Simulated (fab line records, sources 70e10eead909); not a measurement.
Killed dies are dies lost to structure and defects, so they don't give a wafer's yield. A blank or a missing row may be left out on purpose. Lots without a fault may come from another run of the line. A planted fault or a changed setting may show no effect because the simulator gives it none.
Which tool did it? | flow nand_harc | 12 lots, 36 wafers sampled, at 1 step of a route of 1159

WHAT THE GAUGES READ, wafer by wafer
NHARC_A_SGD_CUT_INSPECT_11.
lot  | measured     | on                | raw_defect_count
L075 | day 14 05:38 | defect_inspect-01 | 13 10 11
L077 | day 14 17:15 | defect_inspect-01 | 18 21 16
L081 | day 15 17:49 | defect_inspect-02 | 13 10 16
L084 | day 16 03:24 | defect_inspect-02 | 17 29 21
L083 | day 16 04:11 | defect_inspect-01 | 13 12 17
L086 | day 16 14:28 | defect_inspect-01 | 14 7 10
L087 | day 17 00:23 | defect_inspect-02 | 13 13 14
L089 | day 17 14:20 | defect_inspect-01 | 4 6 7
L090 | day 17 21:46 | defect_inspect-02 | 10 11 13
L093 | day 18 08:44 | defect_inspect-02 | 21 30 21
L094 | day 18 13:40 | defect_inspect-02 | 9 19 11
L097 | day 20 01:22 | defect_inspect-02 | 10 16 12

WHICH TOOL RAN EACH LOT (tool, then ch and the chambers of the sampled wafers, then the start)
The record holds no process step before these readings.

THE ANSWER, worked out from the rows above alone
Rule: what is usual is taken from the lots themselves. Put in order of their means at a reading, lots are off if they are a third of the lots or fewer, leave a main group of 4 or more, and stand apart from it by a gap of 3 or more times the standard deviation of the main group's means; of several such gaps the widest counts. A main group whose means are all the same, to the digits that the tables above print for the reading, isn't used. A lot without any number at a reading at which 4 lots or more have one is off too. The other lots that the step has rows for count as sound.
No lot is off at any reading shown: from this, nothing can be told.

WHAT THE SIMULATOR HAD PUT IN
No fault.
